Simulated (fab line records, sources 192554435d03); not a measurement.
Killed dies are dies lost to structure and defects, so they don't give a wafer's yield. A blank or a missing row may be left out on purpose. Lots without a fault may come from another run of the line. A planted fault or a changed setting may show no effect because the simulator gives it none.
Which tool did it? | flow n5_finfet | 24 lots, 72 wafers sampled, at 1 step of a route of 1938

WHAT THE GAUGES READ, wafer by wafer
N5_BEOL_M4_THK_MEAS_53: measures by xrf.
lot  | measured     | on            | M4_THK (nm)
L074 | day 7 19:11  | film_metro-01 | 40.3 39.4 38.3
L076 | day 7 21:16  | film_metro-02 | 40.6 39.8 41.3
L075 | day 8 14:47  | film_metro-02 | 40.8 39.9 39.0
L077 | day 8 15:03  | film_metro-02 | 39.6 41.3 41.7
L078 | day 8 20:01  | film_metro-02 | 38.9 40.1 39.9
L079 | day 9 08:12  | film_metro-02 | 39.0 41.5 40.7
L081 | day 9 16:43  | film_metro-02 | 39.1 41.9 38.6
L082 | day 9 21:17  | film_metro-01 | 39.2 40.6 40.1
L080 | day 10 00:29 | film_metro-02 | 42.1 42.9 42.5
L083 | day 10 02:01 | film_metro-01 | 38.6 41.6 39.3
L084 | day 10 05:48 | film_metro-02 | 40.0 40.3 43.0
L085 | day 10 22:25 | film_metro-02 | 42.0 39.0 40.3
L086 | day 11 10:44 | film_metro-01 | 40.6 41.6 42.2
L087 | day 11 16:05 | film_metro-01 | 38.9 39.7 40.6
L088 | day 11 19:26 | film_metro-02 | 40.7 38.5 39.3
L090 | day 12 01:06 | film_metro-01 | 42.1 41.3 42.2
L091 | day 12 09:01 | film_metro-02 | 38.8 40.7 39.4
L089 | day 12 12:41 | film_metro-02 | 42.0 43.1 42.7
L092 | day 12 16:03 | film_metro-01 | 40.9 40.6 41.1
L094 | day 12 18:14 | film_metro-01 | 39.0 40.5 39.8
L093 | day 12 20:22 | film_metro-01 | 41.0 42.3 39.4
L095 | day 12 23:29 | film_metro-02 | 37.8 39.0 39.4
L096 | day 13 20:28 | film_metro-02 | 39.2 38.7 38.1
L097 | day 13 23:26 | film_metro-02 | 37.7 39.4 39.4

WHICH TOOL RAN EACH LOT (tool, then ch and the chambers of the sampled wafers, then the start)
The record holds no process step before these readings.

WHAT THE TOOLS THEMSELVES READ (means of the sampled wafers that have a number; where no wafer has one, the mark that the record gives instead)
The record holds no such reading with a usual standard deviation.

THE ANSWER, worked out from the rows above alone
Rule: what is usual is taken from the lots themselves. Put in order of their means at a reading, lots are off if they are a third of the lots or fewer, leave a main group of 4 or more, and stand apart from it by a gap of 3 or more times the standard deviation of the main group's means; of several such gaps the widest counts. A main group whose means are all the same, to the digits that the tables above print for the reading, isn't used. A lot without any number at a reading at which 4 lots or more have one is off too. The other lots that the step has rows for count as sound. The gauges are gone through in route order, then the tools' own readings, and for those a lot's mean is taken as printed above. The first step at which some lot is off is used, and at that step the reading that is off furthest; a lot without a number counts as furthest.
No lot is off at any reading shown: from this, nothing can be told.

WHAT THE SIMULATOR HAD PUT IN
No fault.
